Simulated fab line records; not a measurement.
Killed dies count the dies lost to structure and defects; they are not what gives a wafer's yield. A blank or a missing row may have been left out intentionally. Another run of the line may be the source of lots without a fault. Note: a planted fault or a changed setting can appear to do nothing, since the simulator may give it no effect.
fab line records	flow nand_harc
record lots=5	wafers=15	last_day=33
route steps=1302 shown A_ONON_D1@449 A_CHANNEL_HOLE_D1@450
lots with no fault: from the same line, run without faults
start_h: start of the lot's first displayed wafer, in hours after the record's first day	wait_h: hours elapsed since this lot's preceding step	" identical to the entry in the row above	L1.1+2: several wafers, shown together as one row	- no value, or no start given	* or withheld: withheld	< > ~ a bound
route shown NAME@n: NAME is a module with steps in the file, n the number in the route of the first one	usual: mean/standard deviation taken from wafers without a fault	same: alike in all rows	chamber/n: place in a boat	sites: per-site readings	_std_site: standard deviation of those values	_edge_site: the outer-site mean with the inner-site mean subtracted	radius_mm: for every site, how far away it sits from the centre of the wafer	mask NAME#n: copy n	behind: the most recent tool/chamber to have shaped the wafer	hold: the reason the lot was held/the length of the hold in hours/how it ended	device: the transistor (n, p or np) that didn't switch	end of line: the same wafers' tests at the end of the route	a step given without rows: its recipe and nothing more	killed: dies lost to structure and defects at the first sort, not the wafer's yield	map: a wafer's dies, marking killed ones x, the rest . and places with no die _
set.NAME: the setting the step ran with; set.NAME@STEP: the setting that earlier step ran with	model.NAME: the simulator's own value behind a step, which no gauge read
certain route steps with their lots: each step a table, each wafer a row
services: the hour from which a tool's chamber was out of use, counted from the record's first day as start_h (under 0 if before that day), plus the number of hours and why
## steps
# step NHARC_A_ONON_D1_INSPECT_32
# usual raw_defect_count=74/25
lot.wafer	tool	chamber	start_h	wait_h	raw_defect_count
L683.3	defect_inspect-02	-	179.91	0.0	43
L683.5	"	-	"	"	59
L683.6	"	-	"	"	53
L686.1	defect_inspect-02	-	222.36	0.0	53
L686.5	"	-	"	"	107
L686.6	"	-	"	"	36
L689.1	defect_inspect-02	-	254.25	0.0	60
L689.3	"	-	"	"	61
L689.4	"	-	"	"	64
L691.3	defect_inspect-02	-	264.92	0.0	74
L691.4	"	-	"	"	52
L691.5	"	-	"	"	77
L703.2	defect_inspect-02	-	384.26	0.0	80
L703.4	"	-	"	"	69
L703.6	"	-	"	"	75
# step NHARC_A_CHANNEL_HOLE_D1_DEP_00
# recipe target_thk_a=31000	temp_c=400	material=aC
# step NHARC_A_CHANNEL_HOLE_D1_DEP_01
# recipe target_thk_a=1400	target_thk_nm=140	temp_c=400	pressure_torr=3.5	flow_sccm=200	rf_w=350	material=SiON
# step NHARC_A_CHANNEL_HOLE_D1_DEHYDRATE_02
# recipe temp_c=150	time_s=120
# step NHARC_A_CHANNEL_HOLE_D1_HMDS_03
# recipe time_s=30
# step NHARC_A_CHANNEL_HOLE_D1_COAT_36
# recipe temp_c=260	time_s=75
# step NHARC_A_CHANNEL_HOLE_D1_COAT_37
# recipe temp_c=225	time_s=65
# step NHARC_A_CHANNEL_HOLE_D1_COAT_04
# recipe spin_rpm=1500	resist_thk_nm=90
# step NHARC_A_CHANNEL_HOLE_D1_SOFTBAKE_05
# recipe temp_c=105	time_s=55
# step NHARC_A_CHANNEL_HOLE_D1_EBR_06
# step NHARC_A_CHANNEL_HOLE_D1_EXPOSE_07
# recipe na=1.35	target_cd_nm=100	sigma_outer=0.3	dose_mj=59.65	mask_id=HOLE_D1
# step NHARC_A_CHANNEL_HOLE_D1_PEB_08
# recipe peb_temp_c=100	peb_time_s=65
lot.wafer	tool	chamber	start_h	wait_h
L683.3+5+6	litho_track-04	0	182.56	0.0
L686.1+5+6	litho_track-06	0	225.07	0.1
L689.1+3+4	litho_track-04	0	262.76	0.1
L691.3+4+5	litho_track-01	0	267.43	0.0
L703.2+4+6	litho_track-06	0	387.73	0.1
# step NHARC_A_CHANNEL_HOLE_D1_DEVELOP_09
# recipe develop_time_s=35	dev_temp_c=23
# step NHARC_A_CHANNEL_HOLE_D1_CD_MEAS_10
# recipe target_cd_nm=100	landing_energy_ev=500
# usual cd_nm=99.9/0.44
lot.wafer	tool	chamber	start_h	wait_h	cd_nm
L683.3	cd_sem-01	0	182.64	-	100.2
L683.5	"	0	"	"	100.1
L683.6	"	0	"	"	100.5
L686.1	cd_sem-01	0	225.15	-	99.4
L686.5	"	0	"	"	99.5
L686.6	"	0	"	"	100.4
L689.1	cd_sem-03	0	262.84	-	106.4
L689.3	"	0	"	"	100.0
L689.4	"	0	"	"	100.3
L691.3	cd_sem-03	0	267.51	-	100.4
L691.4	"	0	"	"	100.2
L691.5	"	0	"	"	100.1
L703.2	cd_sem-03	0	387.81	-	99.5
L703.4	"	0	"	"	99.9
L703.6	"	0	"	"	99.4
# step NHARC_A_CHANNEL_HOLE_D1_OVL_MEAS_11
# usual overlay_x_nm=0.3/0.82	overlay_y_nm=0.0/0.66
lot.wafer	tool	chamber	start_h	wait_h	overlay_x_nm	overlay_y_nm
L683.3	overlay-02	-	182.72	-	0.0	0.3
L683.5	"	-	"	"	0.2	0.7
L683.6	"	-	"	"	0.3	0.7
L686.1	overlay-01	-	225.24	-	0.4	-0.7
L686.5	"	-	"	"	-0.3	-0.6
L686.6	"	-	"	"	-0.1	-0.6
L689.1	overlay-02	-	262.94	-	2.1	0.6
L689.3	"	-	"	"	1.9	0.0
L689.4	"	-	"	"	2.4	0.4
L691.3	overlay-02	-	267.60	-	-0.2	-0.1
L691.4	"	-	"	"	-0.3	0.4
L691.5	"	-	"	"	-0.4	0.1
L703.2	overlay-01	-	387.89	-	-0.1	0.4
L703.4	"	-	"	"	-0.2	0.8
L703.6	"	-	"	"	-0.4	0.3
# step NHARC_A_CHANNEL_HOLE_D1_INSPECT_12
# usual raw_defect_count=5.7/2.7
lot.wafer	tool	chamber	start_h	wait_h	raw_defect_count
L683.3	defect_inspect-02	-	182.76	0.0	4
L683.5	"	-	"	"	5
L683.6	"	-	"	"	11
L686.1	defect_inspect-01	-	225.28	0.0	8
L686.5	"	-	"	"	3
L686.6	"	-	"	"	3
L689.1	defect_inspect-01	-	262.98	0.0	10
L689.3	"	-	"	"	8
L689.4	"	-	"	"	2
L691.3	defect_inspect-01	-	267.63	0.0	7
L691.4	"	-	"	"	5
L691.5	"	-	"	"	6
L703.2	defect_inspect-02	-	387.93	0.0	8
L703.4	"	-	"	"	6
L703.6	"	-	"	"	7
# step NHARC_A_CHANNEL_HOLE_D1_DESCUM_15
# recipe time_s=3	o2_flow_sccm=200	ar_flow_sccm=0	bias_power_w=0	chemistry=O2
# usual drypump_motor_current_A=5.7/0.49	oes_product_au=0.997/0.0068	rf_vpp_V=57.7/0.94	showerhead_plenum_p_Torr=1.87/0.074	throttle_valve_pct=11.311/0.01
lot.wafer	tool	chamber	start_h	wait_h	drypump_motor_current_A	oes_product_au	rf_hours_counter_h	rf_vpp_V	showerhead_plenum_p_Torr	throttle_valve_pct	model.A_CHANNEL_HOLE_D1.cd_nm
L683.3	rie_diel-02	3	182.83	0.1	5.4	1.003	41	58.3	1.91	11.311	99.99
L683.6	"	2	"	"	5.4	0.993	-	56.4	1.82	11.317	100
L683.5	"	3	"	"	5.4	1.005	-	57.7	1.91	11.324	100.3
L686.1	rie_diel-13	0	225.37	0.1	6.3	0.990	3	58.9	1.82	11.287	99.32
L686.6	"	1	"	"	5.1	0.989	-	57.6	1.88	11.310	99.89
L686.5	"	2	"	"	5.6	0.981	-	56.2	1.82	11.319	99.07
L689.1	rie_diel-13	1	263.49	0.5	5.1	1.004	8	57.2	1.88	11.315	106.5
L689.3	"	0	"	"	6.3	0.998	8	58.2	1.82	11.303	100.2
L689.4	"	1	"	"	5.0	1.002	-	56.8	1.88	11.315	99.72
L691.3	rie_diel-13	1	267.69	0.1	5.1	1.002	9	57.9	1.88	11.323	100.2
L691.4	"	3	"	"	5.4	1.007	9	58.4	2.00	11.312	99.97
L691.5	"	2	"	"	5.6	0.995	-	57.6	1.81	11.327	100.1
L703.2	rie_diel-13	2	388.18	0.2	5.6	0.988	3	56.4	1.81	11.295	98.78
L703.4	"	3	"	"	5.4	0.999	4	58.9	2.00	11.331	99.66
L703.6	"	1	"	"	5.1	0.996	-	57.5	1.87	11.303	99.13
# step NHARC_A_CHANNEL_HOLE_D1_ETCH_38
# recipe target_depth_a=390	over_etch_frac=0.3	time_s=65	ion_energy_ev=80	cf4_flow_sccm=150	ar_flow_sccm=0	rf_w=300	bias_w=100	chemistry=CF4
# step NHARC_A_CHANNEL_HOLE_D1_ETCH_39
# recipe target_depth_a=2600	over_etch_frac=0.3	time_s=325	ion_energy_ev=200	n2_flow_sccm=150	h2_flow_sccm=150	ar_flow_sccm=0	rf_w=400	bias_w=150	chemistry=N2/H2
# step NHARC_A_CHANNEL_HOLE_D1_ETCH_34
# recipe target_depth_a=1540	time_s=77	cf4_flow_sccm=100	chf3_flow_sccm=30	ar_flow_sccm=0	rf_w=500	bias_w=200	chemistry=CF4/CHF3
# usual drypump_motor_current_A=5.6/0.5	oes_product_au=0.947/0.024	rf_vpp_V=369.5/1.9	showerhead_plenum_p_Torr=1.54/0.055	throttle_valve_pct=16.802/0.0094
lot.wafer	tool	chamber	start_h	wait_h	drypump_motor_current_A	oes_product_au	rf_hours_counter_h	rf_vpp_V	showerhead_plenum_p_Torr	throttle_valve_pct
L683.3	rie_diel-02	3	-	-	5.4	0.962	41	370.1	1.57	16.782
L683.6	"	1	"	"	5.7	0.978	-	370.5	1.53	16.797
L683.5	"	2	"	"	5.4	0.954	-	368.7	1.50	16.810
L686.1	rie_diel-13	0	-	-	6.3	0.913	3	367.9	1.50	16.816
L686.5	"	1	"	"	5.1	0.919	-	369.3	1.55	16.810
L686.6	"	2	"	"	5.6	0.904	-	368.1	1.50	16.797
L689.1	rie_diel-13	0	-	-	6.3	0.968	8	367.7	1.50	16.800
L689.3	"	3	"	"	5.4	0.963	9	372.7	1.64	16.805
L689.4	"	1	"	"	5.0	0.961	-	369.2	1.54	16.805
L691.3	rie_diel-13	3	-	-	5.4	0.918	9	373.0	1.64	16.826
L691.4	"	1	"	"	5.1	0.926	9	371.1	1.54	16.795
L691.5	"	3	"	"	5.4	0.919	-	371.6	1.64	16.806
L703.4	rie_diel-13	1	-	-	5.0	0.962	4	370.9	1.54	16.794
L703.2	"	2	"	"	5.6	0.960	4	368.2	1.49	16.800
L703.6	"	2	"	"	5.6	0.956	-	367.2	1.49	16.808
# step NHARC_A_CHANNEL_HOLE_D1_ETCH_16
# recipe target_depth_a=31000	over_etch_frac=0.3	time_s=806	ion_energy_ev=150	o2_flow_sccm=400	cos_flow_sccm=20	ar_flow_sccm=0	rf_w=500	bias_w=300	chemistry=O2/COS
# usual drypump_motor_current_A=5.6/0.49	oes_product_au=0.997/0.0078	rf_vpp_V=313.3/1.9	showerhead_plenum_p_Torr=3.06/0.11	throttle_valve_pct=28.331/0.01
lot.wafer	tool	chamber	start_h	wait_h	drypump_motor_current_A	oes_product_au	rf_hours_counter_h	rf_vpp_V	showerhead_plenum_p_Torr	throttle_valve_pct
L683.3	rie_diel-02	0	-	-	4.9	1.018	44	312.4	2.92	28.332
L683.6	"	0	"	"	4.9	0.999	-	312.4	2.92	28.326
L683.5	"	1	"	"	5.7	1.007	-	312.9	3.04	28.326
L686.1	rie_diel-13	0	-	-	6.2	1.005	3	313.2	2.98	28.314
L686.6	"	2	"	"	5.6	0.976	-	311.4	2.97	28.347
L686.5	"	3	"	"	5.4	0.985	-	315.5	3.26	28.332
L689.1	rie_diel-13	1	-	-	5.1	0.997	8	314.2	3.06	28.322
L689.3	"	0	"	"	6.3	1.004	8	311.9	2.98	28.326
L689.4	"	0	"	"	6.3	1.001	-	311.4	2.98	28.318
L691.4	rie_diel-13	2	-	-	5.6	0.998	8	311.6	2.97	28.336
L691.3	"	1	"	"	5.1	0.998	9	313.7	3.06	28.338
L691.5	"	3	"	"	5.4	0.993	-	316.2	3.26	28.343
L703.4	rie_diel-13	1	-	-	5.1	1.007	4	314.1	3.06	28.328
L703.2	"	2	"	"	5.6	0.991	4	313.0	2.97	28.319
L703.6	"	1	"	"	5.1	0.996	-	313.1	3.06	28.324
# step NHARC_A_CHANNEL_HOLE_D1_CD_MEAS_18
# usual cd_nm=98.9/1.5
lot.wafer	tool	chamber	start_h	wait_h	cd_nm
L683.3	cd_sem-02	-	184.14	-	98.1
L683.5	"	-	"	"	98.7
L683.6	"	-	"	"	97.2
L686.1	cd_sem-02	-	226.45	-	96.2
L686.5	"	-	"	"	98.2
L686.6	"	-	"	"	98.8
L689.1	cd_sem-02	-	264.81	-	104.6
L689.3	"	-	"	"	100.2
L689.4	"	-	"	"	100.6
L691.3	cd_sem-03	-	268.81	-	97.3
L691.4	"	-	"	"	100.9
L691.5	"	-	"	"	99.8
L703.2	cd_sem-01	-	389.27	-	97.3
L703.4	"	-	"	"	96.9
L703.6	"	-	"	"	97.6
# step NHARC_A_CHANNEL_HOLE_D1_ETCH_19
# recipe bias_v=1200	source_w=2500	pressure_mtorr=15	time_s=34.5	ar_flow_sccm=375	c4f8_flow_sccm=28.8	o2_flow_sccm=96.2	temp_c=-20	target_depth_a=*	chemistry=C4F8/O2/Ar
# usual drypump_motor_current_A=6.1/0.42	showerhead_plenum_p_Torr=3.65/0.12	throttle_valve_pct=37.037/0.0091
lot.wafer	tool	chamber	start_h	wait_h	drypump_motor_current_A	rf_hours_counter_h	showerhead_plenum_p_Torr	throttle_valve_pct
L683.3	har_etch-02	0	185.94	1.8	6.8	-	3.54	37.029
L683.6	"	0	"	"	6.8	-	3.54	37.039
L683.5	"	1	"	"	6.0	-	3.74	37.036
L686.1	har_etch-01	1	226.52	0.1	5.6	107	3.76	37.035
L686.5	"	1	"	"	5.7	-	3.76	37.044
L686.6	"	0	"	"	6.1	-	3.59	37.034
L689.1	har_etch-01	0	271.35	6.5	6.1	137	3.58	37.032
L689.4	"	0	"	"	6.1	-	3.58	37.056
L689.3	"	1	"	"	5.7	-	3.75	37.028
L691.3	har_etch-01	0	275.53	6.7	6.1	-	3.58	37.036
L691.4	"	1	"	"	5.7	-	3.74	37.039
L691.5	"	0	"	"	6.1	-	3.58	37.019
L703.2	har_etch-02	1	395.84	6.6	6.0	0	3.69	37.037
L703.4	"	1	"	"	5.9	-	3.69	37.042
L703.6	"	0	"	"	6.8	-	3.99	37.037
# step NHARC_A_CHANNEL_HOLE_D1_ETCH_20
# recipe bias_v=3000	source_w=withheld	pressure_mtorr=20	time_s=361.9	ar_flow_sccm=375	c4f8_flow_sccm=89.3	o2_flow_sccm=35.7	temp_c=-20	target_depth_a=16000	chemistry=C4F8/O2/Ar
# step NHARC_A_CHANNEL_HOLE_D1_ETCH_21
# recipe bias_v=3000	source_w=withheld	pressure_mtorr=20	time_s=514.3	ar_flow_sccm=375	c4f8_flow_sccm=89.3	o2_flow_sccm=35.7	temp_c=-20	target_depth_a=16000	chemistry=C4F8/O2/Ar
# step NHARC_A_CHANNEL_HOLE_D1_ETCH_22
# recipe bias_v=3000	source_w=withheld	pressure_mtorr=20	time_s=666.7	ar_flow_sccm=375	c4f8_flow_sccm=89.3	o2_flow_sccm=35.7	temp_c=-20	target_depth_a=16000	chemistry=C4F8/O2/Ar
# step NHARC_A_CHANNEL_HOLE_D1_ETCH_23
# recipe bias_v=5000	source_w=withheld	pressure_mtorr=20	time_s=819	ar_flow_sccm=375	c4f8_flow_sccm=89.3	o2_flow_sccm=35.7	temp_c=-20	target_depth_a=16000	chemistry=C4F8/O2/Ar
# step NHARC_A_CHANNEL_HOLE_D1_ETCH_24
# recipe bias_v=5000	source_w=withheld	pressure_mtorr=20	time_s=906.2	ar_flow_sccm=375	c4f8_flow_sccm=93.8	o2_flow_sccm=31.2	temp_c=-20	target_depth_a=15000	chemistry=C4F8/O2/Ar
# usual drypump_motor_current_A=6.1/0.42	showerhead_plenum_p_Torr=3.60/0.11	throttle_valve_pct=32.234/0.0096
lot.wafer	tool	chamber	start_h	wait_h	drypump_motor_current_A	rf_hours_counter_h	showerhead_plenum_p_Torr	throttle_valve_pct
L683.3	har_etch-02	0	188.30	0.6	6.8	-	3.50	32.236
L683.6	"	0	"	"	6.8	-	3.50	32.235
L683.5	"	1	"	"	5.9	-	3.69	32.243
L686.1	har_etch-01	1	228.65	0.6	5.7	109	3.71	32.239
L686.5	"	1	"	"	5.7	-	3.71	32.241
L686.6	"	0	"	"	6.1	-	3.55	32.229
L689.1	har_etch-01	0	273.46	0.6	6.1	140	3.54	32.225
L689.4	"	0	"	"	6.1	-	3.54	32.211
L689.3	"	1	"	"	5.7	-	3.70	32.224
L691.3	har_etch-01	0	277.89	0.6	6.1	-	3.53	32.258
L691.4	"	1	"	"	5.7	-	3.70	32.226
L691.5	"	0	"	"	6.1	-	3.53	32.234
L703.2	har_etch-02	1	398.08	0.6	5.9	2	3.64	32.240
L703.4	"	1	"	"	5.9	-	3.65	32.233
L703.6	"	0	"	"	6.8	-	3.93	32.238
# step NHARC_A_CHANNEL_HOLE_D1_ETCH_25
# recipe bias_v=5000	source_w=withheld	pressure_mtorr=20	time_s=1040.2	ar_flow_sccm=375	c4f8_flow_sccm=93.8	o2_flow_sccm=31.2	temp_c=-20	target_depth_a=15000	chemistry=C4F8/O2/Ar
# usual drypump_motor_current_A=6.1/0.42	showerhead_plenum_p_Torr=3.60/0.11	throttle_valve_pct=32.236/0.0095
lot.wafer	tool	chamber	start_h	wait_h	drypump_motor_current_A	rf_hours_counter_h	showerhead_plenum_p_Torr	throttle_valve_pct
L683.3	har_etch-02	0	189.11	0.7	6.8	-	3.50	32.227
L683.6	"	0	"	"	6.8	-	3.50	32.241
L683.5	"	1	"	"	5.9	-	3.69	32.243
L686.1	har_etch-01	1	229.41	0.6	5.7	110	3.71	32.246
L686.5	"	1	"	"	5.7	-	3.71	32.240
L686.6	"	0	"	"	6.1	-	3.55	32.236
L689.1	har_etch-01	0	274.23	0.6	6.1	140	3.54	32.224
L689.4	"	0	"	"	6.1	-	3.54	32.242
L689.3	"	1	"	"	5.7	-	3.70	32.240
L691.3	har_etch-01	0	278.70	0.7	6.1	-	3.53	32.241
L691.4	"	1	"	"	5.7	-	3.69	32.232
L691.5	"	0	"	"	6.1	-	3.53	32.243
L703.2	har_etch-02	1	398.86	0.7	5.9	3	3.64	32.244
L703.4	"	1	"	"	5.9	-	3.65	32.232
L703.6	"	0	"	"	6.8	-	3.93	32.254
# step NHARC_A_CHANNEL_HOLE_D1_ETCH_26
# recipe bias_v=300	source_w=2000	pressure_mtorr=30	time_s=224.1	ar_flow_sccm=375	c4f8_flow_sccm=11.4	o2_flow_sccm=113.6	temp_c=-20	target_depth_a=3000	chemistry=C4F8/O2/Ar
# step NHARC_A_CHANNEL_HOLE_D1_ETCH_33
# recipe bias_v=400	source_w=2000	pressure_mtorr=25	time_s=90	ar_flow_sccm=375	c4f8_flow_sccm=41.7	o2_flow_sccm=83.3	temp_c=-20	target_depth_a=4000	chemistry=C4F8/O2/Ar
# step NHARC_A_CHANNEL_HOLE_D1_STRIP_41
# recipe n2_flow_sccm=150	h2_flow_sccm=150	ar_flow_sccm=0	bias_w=0	chemistry=N2/H2
# step NHARC_A_CHANNEL_HOLE_D1_STRIP_42
# recipe cf4_flow_sccm=100	chf3_flow_sccm=30	ar_flow_sccm=0	bias_w=0	chemistry=CF4/CHF3
# step NHARC_A_CHANNEL_HOLE_D1_STRIP_43
# recipe o2_flow_sccm=400	cos_flow_sccm=20	ar_flow_sccm=0	bias_w=0	chemistry=O2/COS
# step NHARC_A_CHANNEL_HOLE_D1_ETCH_44
# recipe target_depth_a=1400	overetch_a=140	time_s=77	ion_energy_ev=100	cf4_flow_sccm=80	o2_flow_sccm=20	ar_flow_sccm=0	rf_w=300	bias_w=100	chemistry=CF4/O2
# usual drypump_motor_current_A=5.7/0.52	oes_f_703_au=1.000/0.0045	oes_product_au=0.997/0.0091	rf_vpp_V=197.3/1.4	showerhead_plenum_p_Torr=1.31/0.049	throttle_valve_pct=13.399/0.0093
lot.wafer	tool	chamber	start_h	wait_h	drypump_motor_current_A	oes_f_703_au	oes_product_au	rf_hours_counter_h	rf_vpp_V	showerhead_plenum_p_Torr	throttle_valve_pct	model.A_CHANNEL_HOLE_D1.cd_nm
L683.3	rie_diel-13	0	190.67	0.1	6.3	0.996	0.995	1	196.0	1.27	13.402	90.57
L683.6	"	1	"	"	5.0	1.003	1.008	-	197.1	1.31	13.406	91.32
L683.5	"	2	"	"	5.6	0.996	0.997	-	196.8	1.27	13.401	91.79
L686.1	rie_diel-13	1	231.24	0.1	5.1	0.999	1.001	4	197.9	1.31	13.407	89.52
L686.5	"	0	"	"	6.3	1.001	0.990	-	197.9	1.27	13.393	88.67
L686.6	"	1	"	"	5.1	1.000	0.991	-	197.2	1.31	13.393	91.1
L689.1	rie_diel-13	1	276.07	0.1	5.1	1.005	0.995	10	197.6	1.31	13.396	96.35
L689.4	"	2	"	"	5.6	1.008	0.984	10	198.0	1.27	13.399	89.06
L689.3	"	3	"	"	5.4	1.005	0.987	11	200.6	1.40	13.393	89.3
L691.4	rie_diel-13	3	280.24	0.1	5.4	1.008	0.999	11	200.0	1.40	13.398	89.96
L691.3	"	0	"	"	6.3	0.991	0.999	10	197.5	1.27	13.391	89.75
L691.5	"	2	"	"	5.6	0.998	0.988	-	196.0	1.27	13.392	90.91
L703.2	rie_diel-04	2	400.54	0.1	6.3	1.000	0.998	12	197.0	1.29	13.391	89.03
L703.4	"	3	"	"	6.0	1.002	1.005	11	195.1	1.30	13.409	90.21
L703.6	"	2	"	"	6.3	1.002	1.009	-	196.9	1.29	13.405	88.36
# step NHARC_A_CHANNEL_HOLE_D1_STRIP_27
# recipe o2_flow_sccm=500	ar_flow_sccm=0	bias_w=0	chemistry=O2
# step NHARC_A_CHANNEL_HOLE_D1_PRECLEAN_28
# recipe time_s=*	temp_c=50	bath_age_min=0	chemistry=SC1
# step NHARC_A_CHANNEL_HOLE_D1_SRD_29
# step NHARC_A_CHANNEL_HOLE_D1_CD_MEAS_30
# usual cd_nm=89.7/0.9
lot.wafer	tool	chamber	start_h	wait_h	cd_nm
L683.3	cd_sem-02	-	191.46	-	90.2
L683.5	"	-	"	"	91.8
L683.6	"	-	"	"	91.0
L686.1	cd_sem-02	-	232.02	-	89.8
L686.5	"	-	"	"	88.5
L686.6	"	-	"	"	91.6
L689.1	cd_sem-02	-	276.85	-	96.6
L689.3	"	-	"	"	89.5
L689.4	"	-	"	"	89.7
L691.3	cd_sem-02	-	281.03	-	90.2
L691.4	"	-	"	"	90.1
L691.5	"	-	"	"	91.1
L703.2	cd_sem-02	-	401.36	-	89.3
L703.4	"	-	"	"	90.6
L703.6	"	-	"	"	88.3
# step NHARC_A_CHANNEL_HOLE_D1_XSEM_31
# recipe landing_energy_ev=35000
# usual bot_cd_nm=74.3/1	bow_nm=8.60/0.25	tilt_deg=0.07/0.046
lot.wafer	tool	chamber	start_h	wait_h	bot_cd_nm	bow_nm	tilt_deg
L683.3	xsem-02	0	191.55	0.1	75.0	8.16	0.07
L683.5	"	0	"	"	76.6	8.17	0.06
L683.6	"	0	"	"	77.3	8.14	0.06
L686.1	xsem-02	0	232.11	0.1	73.5	8.15	0.03
L686.5	"	0	"	"	72.3	8.19	0.03
L686.6	"	0	"	"	75.6	8.18	0.03
L689.1	xsem-02	0	276.94	0.1	81.5	8.52	0.12
L689.3	"	0	"	"	74.8	8.49	0.12
L689.4	"	0	"	"	74.9	8.45	0.12
L691.3	xsem-02	0	281.13	0.1	75.7	8.72	0.05
L691.4	"	0	"	"	74.7	8.75	0.05
L691.5	"	0	"	"	76.1	8.65	0.05
L703.2	xsem-02	0	401.45	0.1	74.1	9.21	0.10
L703.4	"	0	"	"	75.4	9.20	0.10
L703.6	"	0	"	"	73.3	9.22	0.10
# step NHARC_A_CHANNEL_HOLE_D1_INSPECT_40
# usual raw_defect_count=70/29
lot.wafer	tool	chamber	start_h	wait_h	raw_defect_count
L683.3	defect_inspect-02	-	191.64	-	78
L683.5	"	-	"	"	106
L683.6	"	-	"	"	89
L686.1	defect_inspect-02	-	232.21	-	44
L686.5	"	-	"	"	34
L686.6	"	-	"	"	37
L689.1	defect_inspect-02	-	277.04	-	38
L689.3	"	-	"	"	28
L689.4	"	-	"	"	43
L691.3	defect_inspect-02	-	281.22	-	32
L691.4	"	-	"	"	34
L691.5	"	-	"	"	41
L703.2	defect_inspect-02	-	401.54	-	48
L703.4	"	-	"	"	59
L703.6	"	-	"	"	45
## services
tool	chamber	start_h	hours	kind
rie_diel-13	-	165.00	9.0	pm
rie_diel-04	2	170.29	5.6	repair
rie_diel-04	-	178.27	9.0	pm
litho_track-06	-	179.00	7.0	pm
har_etch-02	-	181.89	4.0	repair
litho_track-04	-	203.00	7.0	pm
rie_diel-02	-	216.99	9.0	pm
har_etch-02	-	255.90	7.7	repair
rie_diel-13	2	261.36	6.1	repair
rie_diel-04	1	267.06	7.2	repair
rie_diel-02	2	305.29	7.3	repair
rie_diel-02	3	308.61	1.3	repair
rie_diel-13	2	313.72	8.4	repair
rie_diel-13	1	326.52	4.1	repair
rie_diel-13	-	342.00	9.0	pm
litho_track-06	-	354.00	7.0	pm
litho_track-04	-	378.00	7.0	pm
har_etch-02	-	378.82	17.0	pm
rie_diel-02	2	380.55	4.6	repair
rie_diel-02	1	381.88	2.5	repair
rie_diel-02	1	385.54	6.1	repair
rie_diel-02	-	393.99	9.0	pm
rie_diel-13	3	396.66	26.0	repair
rie_diel-13	0	399.77	27.6	repair
## key
first_sign step=NHARC_A_CHANNEL_HOLE_D1_CD_MEAS_10	reading=cd_nm	direction=up	sigmas=15	usual=99.9	struck=106.4
effect step=NHARC_A_CHANNEL_HOLE_D1_CD_MEAS_18	reading=cd_nm	direction=up	sigmas=3.9	usual=98.9	struck=104.6
effect step=NHARC_A_CHANNEL_HOLE_D1_CD_MEAS_30	reading=cd_nm	direction=up	sigmas=7.6	usual=89.7	struck=96.6
effect step=NHARC_A_CHANNEL_HOLE_D1_XSEM_31	reading=bot_cd_nm	direction=up	sigmas=6.8	usual=74.3	struck=81.5
model_effect step=NHARC_A_CHANNEL_HOLE_D1_DESCUM_15	value=A_CHANNEL_HOLE_D1.cd_nm	without=100.5	struck=106.5
model_effect step=NHARC_A_CHANNEL_HOLE_D1_ETCH_44	value=A_CHANNEL_HOLE_D1.cd_nm	without=90.28	struck=96.35
met_at NHARC_A_CHANNEL_HOLE_D1_PEB_08
struck_wafers L689.1
tester_left_out L689
onset_between 182.56 262.76
fault kind=process_parameter_drift	tool=litho_track-04	chamber=-	onset_h=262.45	steps=NHARC_A_CHANNEL_HOLE_D1_PEB_08	channel=peb_time_s	offset=*	shape=step	end_h=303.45	scope=struck_wafers_only	acts_in=*	stated=*
# tester_left_out: of these lots the tester's yield and bins aren't shown, on N5 and GAA mostly nor the transistor test; their killed dies are dies lost to structure and defects alone, not to doping, threshold or leakage, so they don't give the yield
